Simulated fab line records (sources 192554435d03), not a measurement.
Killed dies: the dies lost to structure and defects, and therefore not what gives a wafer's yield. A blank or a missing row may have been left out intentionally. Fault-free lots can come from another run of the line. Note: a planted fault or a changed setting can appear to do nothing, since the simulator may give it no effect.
Split-lot experiment :: flow n5 finfet :: 21 wafers read from 7 lots, route of 1938 steps

== ABOUT THE SPLIT ==
At N5_PASSIVATION_ETCH_54 (etches SiO2 in CHF3/O2, target depth 880 nm, time 440 s), the setting source w was moved away from the recipe's 650 W on 4 of the 21 wafers read, by -12.0% to -6.3%. All remaining wafers had this setting at the recipe value.

The split's own step is where the reading is taken.

== THE READING ==
etch.depth nm (the simulator's own value, which no gauge read), in nm, at N5_PASSIVATION_ETCH_54 (etches SiO2 in CHF3/O2, target depth 880 nm, time 440 s). No usual value for it is given in the file. The 17 wafers here that ran the recipe average 882.1 nm, standard deviation 13 nm.

wafer: L076.2
tool, chamber at the split: rie diel-02, 1
source w as run, W: 650
against the recipe: recipe
etch.depth nm, nm: 870.6
against lot-mates on the recipe: -

wafer: L076.3
tool, chamber at the split: rie diel-02, 2
source w as run, W: 650
against the recipe: recipe
etch.depth nm, nm: 873.4
against lot-mates on the recipe: -

wafer: L076.4
tool, chamber at the split: rie diel-02, 1
source w as run, W: 650
against the recipe: recipe
etch.depth nm, nm: 866
against lot-mates on the recipe: -

wafer: L078.1
tool, chamber at the split: rie diel-02, 3
source w as run, W: 650
against the recipe: recipe
etch.depth nm, nm: 897.1
against lot-mates on the recipe: -

wafer: L078.4
tool, chamber at the split: rie diel-02, 1
source w as run, W: 584
against the recipe: -10.2%
etch.depth nm, nm: 852.2
against lot-mates on the recipe: -44.9

wafer: L078.6
tool, chamber at the split: rie diel-02, 3
source w as run, W: 584
against the recipe: -10.2%
etch.depth nm, nm: 853.9
against lot-mates on the recipe: -43.2

wafer: L079.1
tool, chamber at the split: rie diel-03, 1
source w as run, W: 571.7
against the recipe: -12.0%
etch.depth nm, nm: 830.3
against lot-mates on the recipe: -68.5

wafer: L079.2
tool, chamber at the split: rie diel-03, 0
source w as run, W: 650
against the recipe: recipe
etch.depth nm, nm: 903.6
against lot-mates on the recipe: -

wafer: L079.4
tool, chamber at the split: rie diel-03, 2
source w as run, W: 650
against the recipe: recipe
etch.depth nm, nm: 893.9
against lot-mates on the recipe: -

wafer: L084.1
tool, chamber at the split: rie diel-04, 3
source w as run, W: 609.1
against the recipe: -6.3%
etch.depth nm, nm: 847.9
against lot-mates on the recipe: -30.3

wafer: L084.3
tool, chamber at the split: rie diel-04, 0
source w as run, W: 650
against the recipe: recipe
etch.depth nm, nm: 885.6
against lot-mates on the recipe: -

wafer: L084.6
tool, chamber at the split: rie diel-04, 3
source w as run, W: 650
against the recipe: recipe
etch.depth nm, nm: 870.8
against lot-mates on the recipe: -

wafer: L087.1
tool, chamber at the split: rie diel-04, 1
source w as run, W: 650
against the recipe: recipe
etch.depth nm, nm: 897.1
against lot-mates on the recipe: -

wafer: L087.4
tool, chamber at the split: rie diel-04, 0
source w as run, W: 650
against the recipe: recipe
etch.depth nm, nm: 889.5
against lot-mates on the recipe: -

wafer: L087.5
tool, chamber at the split: rie diel-04, 0
source w as run, W: 650
against the recipe: recipe
etch.depth nm, nm: 880
against lot-mates on the recipe: -

wafer: L088.1
tool, chamber at the split: rie diel-02, 0
source w as run, W: 650
against the recipe: recipe
etch.depth nm, nm: 881
against lot-mates on the recipe: -

wafer: L088.5
tool, chamber at the split: rie diel-02, 0
source w as run, W: 650
against the recipe: recipe
etch.depth nm, nm: 877.7
against lot-mates on the recipe: -

wafer: L088.6
tool, chamber at the split: rie diel-02, 3
source w as run, W: 650
against the recipe: recipe
etch.depth nm, nm: 885.5
against lot-mates on the recipe: -

wafer: L090.3
tool, chamber at the split: rie diel-03, 1
source w as run, W: 650
against the recipe: recipe
etch.depth nm, nm: 868.6
against lot-mates on the recipe: -

wafer: L090.5
tool, chamber at the split: rie diel-03, 0
source w as run, W: 650
against the recipe: recipe
etch.depth nm, nm: 898.1
against lot-mates on the recipe: -

wafer: L090.6
tool, chamber at the split: rie diel-03, 3
source w as run, W: 650
against the recipe: recipe
etch.depth nm, nm: 857.6
against lot-mates on the recipe: -

THE FIT
A straight line over all 21 wafers: etch.depth nm changes by +3.64 nm for each +1% of source w; r = +0.76; the points scatter about the line by 13 nm.
The same after taking each lot's own level away (the mean of its wafers on the recipe; 21 wafers): +4.9 nm for each +1%; r = +0.92; scatter 8.6 nm.
The reading moves by 59 nm for the largest change in source w, on that fit.
From 870.00 to 898.75 nm: that is the span of the lots' own levels, equal to 2.2 times the standard deviation above.
So the lot-to-lot level blurs the effect unless lot-mates are compared.
Check: for one of the wafers moved furthest among these (-12.0%), held out of the fit, the line's prediction against its lot-mates is -53.2 nm. Against them it came out at -68.5 nm.

== THE WHOLE CHAIN: every reading that the file lists as answering this split, in the file's order ==
step: N5_PASSIVATION_ETCH_54
what it does: etches SiO2 in CHF3/O2, target depth 880 nm, time 440 s
reading: PASSIVATION.feature depth nm (the simulator's own value, which no gauge read)
change (the file's fit): +5.08 nm for each +1% of the setting
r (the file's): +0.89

step: N5_PASSIVATION_ETCH_54
what it does: etches SiO2 in CHF3/O2, target depth 880 nm, time 440 s
reading: etch.depth nm (the simulator's own value, which no gauge read)
change (the file's fit): +5.08 nm for each +1% of the setting
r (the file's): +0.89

== THE FILE'S OWN FIT ==
etch.depth nm changes by +5.08 nm for each +1% of source w, r = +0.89.
